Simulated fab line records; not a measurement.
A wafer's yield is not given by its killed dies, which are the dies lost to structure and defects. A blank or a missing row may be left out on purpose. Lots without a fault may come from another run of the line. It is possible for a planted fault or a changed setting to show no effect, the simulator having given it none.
Commonality check across tools :: flow n5Finfet :: Lots sampled 9, wafers sampled 27

== WHY IT WAS OPENED ==
On 2 of the 9 lots, a flag is raised at N5_BEOL_M3_INSPECT_59 on the reading rawDefectCount. Wafers without a fault read 70, standard deviation 23.
Rule: flag the lot when none of its wafers has a number, or when each of its wafers that has one lies beyond 4 standard deviations from that mean. All remaining lots are regarded as sound.

lot: L935
measured: day 10 01:23
on: defectInspect-01
rawDefectCount, wafer by wafer: 106 49 56
flag: 

lot: L936
measured: day 10 01:44
on: defectInspect-01
rawDefectCount, wafer by wafer: 36 61 47
flag: 

lot: L939
measured: day 10 18:04
on: defectInspect-01
rawDefectCount, wafer by wafer: 70 74 92
flag: 

lot: L940
measured: day 10 18:34
on: defectInspect-02
rawDefectCount, wafer by wafer: 83 45 75
flag: 

lot: L944
measured: day 11 11:18
on: defectInspect-02
rawDefectCount, wafer by wafer: 76 89 73
flag: 

lot: L946
measured: day 13 04:51
on: defectInspect-01
rawDefectCount, wafer by wafer: 76 54 67
flag: 

lot: L948
measured: day 13 09:52
on: defectInspect-01
rawDefectCount, wafer by wafer: 613 632 584
flag: FLAGGED

lot: L952
measured: day 14 05:28
on: defectInspect-01
rawDefectCount, wafer by wafer: 655 614 611
flag: FLAGGED

lot: L938
measured: day 14 07:02
on: defectInspect-01
rawDefectCount, wafer by wafer: 82 121 76
flag: 
On average the flagged lots' numbers are 618, which is +548 against the usual, or +24 standard deviations.

== WHICH TOOL RAN EACH LOT ==
Before the reading, the record contains 4 process steps out of a 1938-step route. In each cell: the tool, then ch and the chambers that the sampled wafers went through, then the start.
lot: L935
flag: 
N5_BEOL_M3_SPUTTER_79: pvdSputter-03, day 9 22:45
N5_BEOL_M3_ANNEAL_80: pvdSputter-03, day 9 22:50
N5_BEOL_M3_SPUTTER_81: pvdSputter-03, day 9 22:58
N5_BEOL_M3_CO_CAP_55: cvdCo-01 ch 0,1,2, day 10 01:10

lot: L936
flag: 
N5_BEOL_M3_SPUTTER_79: pvdSputter-01, day 9 23:07
N5_BEOL_M3_ANNEAL_80: pvdSputter-01, day 9 23:12
N5_BEOL_M3_SPUTTER_81: pvdSputter-01, day 9 23:20
N5_BEOL_M3_CO_CAP_55: cvdCo-01 ch 0,1,2, day 10 01:32

lot: L939
flag: 
N5_BEOL_M3_SPUTTER_79: pvdSputter-02, day 10 15:28
N5_BEOL_M3_ANNEAL_80: pvdSputter-02, day 10 15:32
N5_BEOL_M3_SPUTTER_81: pvdSputter-02, day 10 15:41
N5_BEOL_M3_CO_CAP_55: cvdCo-01 ch 0,2, day 10 17:52

lot: L940
flag: 
N5_BEOL_M3_SPUTTER_79: pvdSputter-01, day 10 15:35
N5_BEOL_M3_ANNEAL_80: pvdSputter-01, day 10 15:40
N5_BEOL_M3_SPUTTER_81: pvdSputter-01, day 10 15:48
N5_BEOL_M3_CO_CAP_55: cvdCo-01 ch 0,1,2, day 10 18:22

lot: L944
flag: 
N5_BEOL_M3_SPUTTER_79: pvdSputter-02, day 11 07:12
N5_BEOL_M3_ANNEAL_80: pvdSputter-02, day 11 07:17
N5_BEOL_M3_SPUTTER_81: pvdSputter-02, day 11 07:25
N5_BEOL_M3_CO_CAP_55: cvdCo-02 ch 0,2, day 11 11:05

lot: L946
flag: 
N5_BEOL_M3_SPUTTER_79: pvdSputter-02, day 13 02:14
N5_BEOL_M3_ANNEAL_80: pvdSputter-02, day 13 02:19
N5_BEOL_M3_SPUTTER_81: pvdSputter-02, day 13 02:27
N5_BEOL_M3_CO_CAP_55: cvdCo-01 ch 0,2, day 13 04:38

lot: L948
flag: FLAGGED
N5_BEOL_M3_SPUTTER_79: pvdSputter-02, day 13 07:04
N5_BEOL_M3_ANNEAL_80: pvdSputter-02, day 13 07:09
N5_BEOL_M3_SPUTTER_81: pvdSputter-02, day 13 07:17
N5_BEOL_M3_CO_CAP_55: cvdCo-01 ch 0,1, day 13 09:39

lot: L952
flag: FLAGGED
N5_BEOL_M3_SPUTTER_79: pvdSputter-02, day 14 02:48
N5_BEOL_M3_ANNEAL_80: pvdSputter-02, day 14 02:53
N5_BEOL_M3_SPUTTER_81: pvdSputter-02, day 14 03:01
N5_BEOL_M3_CO_CAP_55: cvdCo-01 ch 0,1,2, day 14 05:13

lot: L938
flag: 
N5_BEOL_M3_SPUTTER_79: pvdSputter-03, day 14 04:18
N5_BEOL_M3_ANNEAL_80: pvdSputter-03, day 14 04:23
N5_BEOL_M3_SPUTTER_81: pvdSputter-03, day 14 04:31
N5_BEOL_M3_CO_CAP_55: cvdCo-02 ch 0,1,2, day 14 06:49
What the steps here do:
- N5_BEOL_M3_SPUTTER_79: material Cu, target thk 4.5 nm, time 8.29 s.
- N5_BEOL_M3_ANNEAL_80: time 240 s.
- N5_BEOL_M3_SPUTTER_81: material Cu, target thk 4.5 nm, time 8.29 s.
- N5_BEOL_M3_CO_CAP_55: material Co, precursor CCTBA/H2, target thk 2 nm, time 102.1 s.
- N5_BEOL_M3_INSPECT_59: inspects for defects (darkfield).

== FLAGGED AGAINST TOTAL, ONE TOOL AT A TIME (gauges that did the reading follow at the end) ==
step: N5_BEOL_M3_SPUTTER_79
tool: pvdSputter-01
lots run: 2
flagged: 0
share of the flagged lots: none
sound lots run after its first flagged lot: -

step: N5_BEOL_M3_SPUTTER_79
tool: pvdSputter-02
lots run: 5
flagged: 2
share of the flagged lots: all
sound lots run after its first flagged lot: 0

step: N5_BEOL_M3_SPUTTER_79
tool: pvdSputter-03
lots run: 2
flagged: 0
share of the flagged lots: none
sound lots run after its first flagged lot: -

step: N5_BEOL_M3_ANNEAL_80
tool: pvdSputter-01
lots run: 2
flagged: 0
share of the flagged lots: none
sound lots run after its first flagged lot: -

step: N5_BEOL_M3_ANNEAL_80
tool: pvdSputter-02
lots run: 5
flagged: 2
share of the flagged lots: all
sound lots run after its first flagged lot: 0

step: N5_BEOL_M3_ANNEAL_80
tool: pvdSputter-03
lots run: 2
flagged: 0
share of the flagged lots: none
sound lots run after its first flagged lot: -

step: N5_BEOL_M3_SPUTTER_81
tool: pvdSputter-01
lots run: 2
flagged: 0
share of the flagged lots: none
sound lots run after its first flagged lot: -

step: N5_BEOL_M3_SPUTTER_81
tool: pvdSputter-02
lots run: 5
flagged: 2
share of the flagged lots: all
sound lots run after its first flagged lot: 0

step: N5_BEOL_M3_SPUTTER_81
tool: pvdSputter-03
lots run: 2
flagged: 0
share of the flagged lots: none
sound lots run after its first flagged lot: -

step: N5_BEOL_M3_CO_CAP_55
tool: cvdCo-01
lots run: 7
flagged: 2
share of the flagged lots: all
sound lots run after its first flagged lot: 0

step: N5_BEOL_M3_CO_CAP_55
tool: cvdCo-02
lots run: 2
flagged: 0
share of the flagged lots: none
sound lots run after its first flagged lot: -

step: N5_BEOL_M3_INSPECT_59
tool: defectInspect-01
lots run: 7
flagged: 2
share of the flagged lots: all
sound lots run after its first flagged lot: 1 (L938)

step: N5_BEOL_M3_INSPECT_59
tool: defectInspect-02
lots run: 2
flagged: 0
share of the flagged lots: none
sound lots run after its first flagged lot: -

== WHAT THE TABLE ALLOWS ==
5 rows of the table ran every flagged lot: pvdSputter-02 at N5_BEOL_M3_SPUTTER_79, pvdSputter-02 at N5_BEOL_M3_ANNEAL_80, pvdSputter-02 at N5_BEOL_M3_SPUTTER_81, cvdCo-01 at N5_BEOL_M3_CO_CAP_55, defectInspect-01 at N5_BEOL_M3_INSPECT_59.
- pvdSputter-02 at N5_BEOL_M3_SPUTTER_79: 2 of its 5 lots flagged. Last sound lot L946 at day 13 02:14, first flagged lot L948 at day 13 07:04; a fault beginning in between fits.
- pvdSputter-02 at N5_BEOL_M3_ANNEAL_80: 2 of its 5 lots flagged. Last sound lot L946 at day 13 02:19, first flagged lot L948 at day 13 07:09; a fault beginning in between fits.
- pvdSputter-02 at N5_BEOL_M3_SPUTTER_81: 2 of its 5 lots flagged. Last sound lot L946 at day 13 02:27, first flagged lot L948 at day 13 07:17; a fault beginning in between fits.
- cvdCo-01 at N5_BEOL_M3_CO_CAP_55: 2 of its 7 lots flagged. Last sound lot L946 at day 13 04:38, first flagged lot L948 at day 13 09:39; a fault beginning in between fits.
- defectInspect-01 at N5_BEOL_M3_INSPECT_59: 2 of its 7 lots flagged. Lots that were sound ran on it after the first flagged one (L938); a persistent fault on the entire tool would not allow that.
A lot count leaves these 2 tools indistinguishable: every one of them fits a fault beginning at some hour. More lots, or a look at what each step does to the wafer, might.

== WHAT WAS PUT IN BY THE SIMULATOR ==
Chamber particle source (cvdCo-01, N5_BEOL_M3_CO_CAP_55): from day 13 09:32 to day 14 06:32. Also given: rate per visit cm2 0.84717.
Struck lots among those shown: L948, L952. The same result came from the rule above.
